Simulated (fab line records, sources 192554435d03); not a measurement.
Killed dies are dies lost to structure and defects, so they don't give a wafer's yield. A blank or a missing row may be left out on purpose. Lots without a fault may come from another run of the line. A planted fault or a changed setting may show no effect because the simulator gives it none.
A struck lot beside a sound one | flow n5_finfet | 35 steps out of a route of 1938
Sound: wafers L404.3, L404.4, L404.5. Struck: wafers L397.2, L397.3, L397.4. The cause comes at the end.
At each step with rows: each side's tool, then ch and its chambers, then its first start. Under that, the readings that differ: sound wafers | struck wafers | difference of the means | sigmas: that difference in standard deviations of wafers without a fault.
alike: readings whose means differ by less than 2 such deviations, and words and numbers that are the same on both sides. not compared: withheld readings, readings that some wafer has no value for, bounds like >300 that may hide the same value, and numbers for which the record gives no deviation and whose values overlap.
The two part at a step that has a row with sigmas, a row that says differs or no value, or rows on one side only. Numbers that don't overlap but have no deviation are shown without sigmas and don't part them. A reading that every wafer of one side lacks parts them only if that side has two wafers or more.

first, 10 steps without rows for these wafers: N5_BEOL_M4_STRIP_36 (strips in N2/H2); N5_BEOL_M4_TRENCH_ETCH_37 (etches SiOC in C4F6/O2, target depth 55.555 nm, time 29.2 s); N5_BEOL_M4_ETCH_41 (etches SiCN in CH3F/O2, target depth 29.9 nm, time 52.5 s); N5_BEOL_M4_STRIP_97 (strips in N2/H2, time 10 s); N5_BEOL_M4_HM_STRIP_39 (strips TiN in peroxide tin strip, target depth 25 nm, time 158 s); N5_BEOL_M4_SRD_40 (time 30 s); N5_BEOL_M4_PRECLEAN_42 (cleans in residue remover, time 60 s); N5_BEOL_M4_SRD_43 (time 30 s); N5_BEOL_M4_DEGAS_44 (time 60 s); N5_BEOL_M4_PRE_CLEAN_45 (time 30 s).
N5_BEOL_M4_ALD_84: deposits TaN, pulse time 2 s, purge time 3 s, co reactant purge time 2 s.
  sound on ald_metal-01 ch 0,2, day 13 14:26; struck on ald_metal-02 ch 0,2,3, day 12 01:37
  no value came back on the struck wafers for any of 6 readings (ald_cycles, chamber_pressure_Torr (Torr) and others); on the sound wafers ald_cycles reads 30 30 30
then, 21 steps without rows for these wafers: N5_BEOL_M4_SURFACE_TREAT_85; N5_BEOL_M4_CVD_47 (deposits Co from CCTBA/H2, target thk 3 nm, time 223.8 s); N5_BEOL_M4_SPUTTER_48 (material Cu, target thk 4.5 nm, time 8.29 s); N5_BEOL_M4_ANNEAL_49 (time 240 s); N5_BEOL_M4_SPUTTER_79 (material Cu, target thk 4.5 nm, time 8.29 s); N5_BEOL_M4_ANNEAL_80 (time 240 s); N5_BEOL_M4_SPUTTER_81 (material Cu, target thk 4.5 nm, time 8.29 s); N5_BEOL_M4_ANNEAL_82 (time 240 s); N5_BEOL_M4_SPUTTER_86 (material Cu, target thk 4.5 nm, time 8.29 s); N5_BEOL_M4_ANNEAL_87 (time 240 s); N5_BEOL_M4_SPUTTER_88 (material Cu, target thk 4.5 nm, time 8.29 s); N5_BEOL_M4_ANNEAL_89 (time 240 s); N5_BEOL_M4_SPUTTER_90 (material Cu, target thk 4.5 nm, time 8.29 s); N5_BEOL_M4_ANNEAL_91 (time 240 s); N5_BEOL_M4_SPUTTER_92 (material Cu, target thk 4.5 nm, time 8.29 s); N5_BEOL_M4_ANNEAL_93 (time 240 s); N5_BEOL_M4_SPUTTER_94 (material Cu, target thk 4.5 nm, time 8.29 s); N5_BEOL_M4_ANNEAL_95 (time 240 s); N5_BEOL_M4_SPUTTER_96 (material Cu, target thk 4.5 nm, time 8.29 s); N5_BEOL_M4_ECD_50 (material Cu, target thk 300 nm); N5_BEOL_M4_ANNEAL_51 (time 90 s).
N5_BEOL_M4_CMP_52: polishes, stops on SiOC, t overpolish 6.8 s, target thk 40 nm.
  sound on cmp-01 ch 0,1,2, day 13 17:36; struck on cmp-01 ch 0,1,3, day 12 04:41
  reading                      | sound          | struck         | difference | sigmas
  barrier_field_endpoint_s (s) | 24.6 24.6 25.0 | 21.4 22.8 23.5 | -2.2       | -4
  alike: motor_current_A, platen_rpm
N5_BEOL_M4_RC_MEAS_101:
  the record has rows for the sound wafers here (prober-01 ch 0, day 13 18:26) and none for the struck ones
-- the record jumps here: 5 days lie between the struck wafers' starts before and after (it left off in module BEOL_M4 and takes up again in module PASSIVATION, whose first step shown is number 1936 of the route) --
N5_PASSIVATION_PROBE_49:
  sound on prober-02, day 18 02:44; struck on prober-02, day 16 22:26
  reading                  | sound          | struck            | difference | sigmas
  defect_limited_yield (%) | 92.6 92.2 92.4 | 0 0 0             | -92        | -62
  killed_at_M0_to_M3       | 31 23 20       | 52 58 76          | +37        | +3
  killed_at_M4_up          | 22 21 25       | 1072 1056 1036    | +1032      | +99 or more
  killed_at_front_end      | 26 30 23       | 45 54 56          | +25        | +2
  killed_dies              | 87 92 90       | 1180 1180 1180    | +1090      | +64
  killed_on_rim            | 17 10 12       | 152 152 152       | +139       | +33
  killed_short             | 21 29 21       | 40 44 56          | +23        | +3
  sort_bin_4_leakage (%)   | 0 0 0          | 89.75 88.73 87.03 | +88.50     |
  sort_bin_5_function (%)  | 4.2 4.8 4.7    | 5.8 6.4 8.0       | +2.2       | +2
  sort_bin_6_memory (%)    | 3.1 2.7 2.9    | 4.0 4.4 4.8       | +1.5       | +2
  sort_n_pass              | 1093 1088 1090 | 0 0 0             | -1090      | -64
  sort_yield_pct (%)       | 92.6 92.2 92.4 | 0 0 0             | -92        | -62
  alike: killed_at_contacts, killed_at_other, killed_open

WHERE THEY PART
First at N5_BEOL_M4_ALD_84; last, within this record, at N5_PASSIVATION_PROBE_49.

WHY: what the simulator had put in
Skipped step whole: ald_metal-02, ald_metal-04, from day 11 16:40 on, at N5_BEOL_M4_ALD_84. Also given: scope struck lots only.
